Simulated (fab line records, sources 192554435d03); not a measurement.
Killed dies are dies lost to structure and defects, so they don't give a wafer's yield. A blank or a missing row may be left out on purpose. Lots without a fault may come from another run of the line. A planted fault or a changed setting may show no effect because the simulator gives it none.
Chamber matching | flow n5_finfet | N5_BEOL_M1_ALD_98 on ald_sin-04: 4 sister chambers
The step deposits SiO2, target thk 2.5 nm, pulse time 1 s, co reactant pulse time 1 s. 4 wafers are shown with their chamber, then 9 later ones without.

WAFERS WITH THEIR CHAMBER
wafer  | chamber | heater_power_w (W)
L084.3 | 3       | 81
L084.5 | 0       | 86
L085.2 | 2       | 78
L085.6 | 1       | 80

WAFERS WITHOUT THEIR CHAMBER
wafer  | heater_power_w (W)
L087.1 | 78
L087.2 | 85
L087.5 | 88
L088.1 | 87
L088.4 | 80
L088.5 | 82
L092.2 | 81
L092.4 | 83
L092.5 | 78

WHICH CHAMBER EACH WENT THROUGH
wafer  | from the rows above          | in truth
L087.1 | can't be placed: 2 or 1      | 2
L087.2 | 0                            | 0
L087.5 | 0                            | 0
L088.1 | 0                            | 0
L088.4 | can't be placed: 1 or 3 or 2 | 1
L088.5 | can't be placed: 3 or 1      | 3
L092.2 | can't be placed: 3 or 1      | 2
L092.4 | can't be placed: 3 or 0 or 1 | 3
L092.5 | can't be placed: 2 or 1      | 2
Placed correctly: 3 of 9. Can't be placed from these rows: 6 (the true chamber is among the candidates in 5). Placed wrongly: 0.
How it was worked out, from the rows above alone: a wafer's distance from a chamber is the root of the sum, over the readings, of the square of ((its reading less the chamber's mean) divided by the reading's scatter). The wafer belongs to the nearest chamber; if the next one is less than 2 further off, it can't be placed. A chamber's mean is the mean of its shown wafers. The scatter: with one shown wafer a chamber, the root of the mean of the squares of how far each hidden wafer lies from its nearest shown one.
